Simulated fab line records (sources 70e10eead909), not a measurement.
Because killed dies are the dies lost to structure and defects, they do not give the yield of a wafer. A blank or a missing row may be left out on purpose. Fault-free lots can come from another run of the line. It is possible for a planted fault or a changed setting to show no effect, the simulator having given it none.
Chamber matching / flow nandHarc / NHARC_A_STAIRCASE_DESCUM_443 on rieDiel-09 has 4 sister chambers
The step chemistry O2, time 3 s. 4 wafers are shown with their chamber, then 10 later ones without.

EACH WAFER AND ITS CHAMBER
wafer=L085.2; chamber=2; drypumpMotorCurrentA (A)=5.90
wafer=L085.4; chamber=3; drypumpMotorCurrentA (A)=5.36
wafer=L086.1; chamber=0; drypumpMotorCurrentA (A)=5.31
wafer=L086.2; chamber=1; drypumpMotorCurrentA (A)=5.41

WAFERS WITH NO CHAMBER GIVEN
wafer=L086.6; drypumpMotorCurrentA (A)=5.31
wafer=L088.2; drypumpMotorCurrentA (A)=5.84
wafer=L088.3; drypumpMotorCurrentA (A)=5.44
wafer=L088.6; drypumpMotorCurrentA (A)=5.43
wafer=L094.2; drypumpMotorCurrentA (A)=5.28
wafer=L094.5; drypumpMotorCurrentA (A)=5.82
wafer=L094.6; drypumpMotorCurrentA (A)=5.35
wafer=L095.1; drypumpMotorCurrentA (A)=5.33
wafer=L095.2; drypumpMotorCurrentA (A)=5.28
wafer=L095.3; drypumpMotorCurrentA (A)=5.86

WHICH CHAMBER EACH ONE RAN IN
wafer=L086.6; from the rows above=can't be placed: 0 or 3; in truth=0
wafer=L088.2; from the rows above=2; in truth=2
wafer=L088.3; from the rows above=can't be placed: 1 or 3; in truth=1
wafer=L088.6; from the rows above=can't be placed: 1 or 3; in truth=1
wafer=L094.2; from the rows above=can't be placed: 0 or 3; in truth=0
wafer=L094.5; from the rows above=2; in truth=2
wafer=L094.6; from the rows above=can't be placed: 3 or 0 or 1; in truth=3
wafer=L095.1; from the rows above=can't be placed: 0 or 3 or 1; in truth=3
wafer=L095.2; from the rows above=can't be placed: 0 or 3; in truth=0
wafer=L095.3; from the rows above=2; in truth=2
Correctly placed: 3 of 10. Can't be placed from these rows: 7 (the true chamber is among the candidates in 7). Wrongly placed: 0.
How it was worked out, from the rows above alone: a wafer's distance from a chamber is the root of the sum, over the readings, of the square of ((its reading less the chamber's mean) divided by the reading's scatter). If the next closest chamber is less than 2 further off than the closest, the wafer can't be placed; otherwise it belongs to the closest. For every chamber, the mean is computed from those of its wafers that are shown. The scatter: root of mean squared gap, hidden wafer to nearest shown wafer, with one shown wafer a chamber.
